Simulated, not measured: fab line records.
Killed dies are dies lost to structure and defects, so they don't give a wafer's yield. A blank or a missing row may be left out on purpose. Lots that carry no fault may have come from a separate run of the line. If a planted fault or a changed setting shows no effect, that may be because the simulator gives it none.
Which tool is to blame? | flow n5 finfet | 12 lots, 36 wafers sampled, at 1 step of a route of 1938

== WHAT THE GAUGES SHOWED, per wafer ==
N5_BEOL_M2_CD_MEAS_18: pitch 36 nm, target cd 18 nm.
lot  | measured     | on        | cd nm (nm)
L075 | day 6 22:21  | cd sem-01 | 18.3 17.9 17.6
L077 | day 7 08:47  | cd sem-02 | 18.5 17.9 17.7
L079 | day 7 23:40  | cd sem-01 | 18.1 17.8 18.5
L081 | day 8 10:19  | cd sem-03 | 17.8 18.1 17.9
L083 | day 9 03:30  | cd sem-01 | 18.3 18.2 18.2
L085 | day 9 09:07  | cd sem-02 | 18.1 17.9 17.7
L087 | day 9 21:01  | cd sem-03 | 18.5 17.7 18.5
L090 | day 10 19:07 | cd sem-03 | 18.8 18.3 18.1
L091 | day 11 00:23 | cd sem-03 | 17.7 17.3 17.7
L093 | day 11 11:52 | cd sem-02 | 18.1 17.8 18.0
L095 | day 11 22:07 | cd sem-03 | 18.1 18.4 18.1
L097 | day 12 10:39 | cd sem-02 | 17.5 18.1 18.4

== EACH LOT AND THE TOOL THAT RAN IT (in order: tool; ch and the chambers of the sampled wafers; start) ==
The record shows no process step preceding these readings.

== THE ANSWER, worked out from the rows above alone ==
Rule: usual is defined by the lots themselves. The widest of any qualifying gaps counts: lots, ordered by their means at a reading, are off when they make up no more than a third of the lots, leave a main group of 4 or more, and stand apart from it by 3 or more times the standard deviation of that group's means. A main group is skipped when, at the precision printed for the reading in the tables above, its means are all equal. Also off: a lot with no number at a reading for which 4 or more lots have one. Where the step has rows for the other lots, those lots are counted as sound.
No lot is off at any reading shown: from this, nothing can be told.

== WHAT HAD BEEN PUT IN BY THE SIMULATOR ==
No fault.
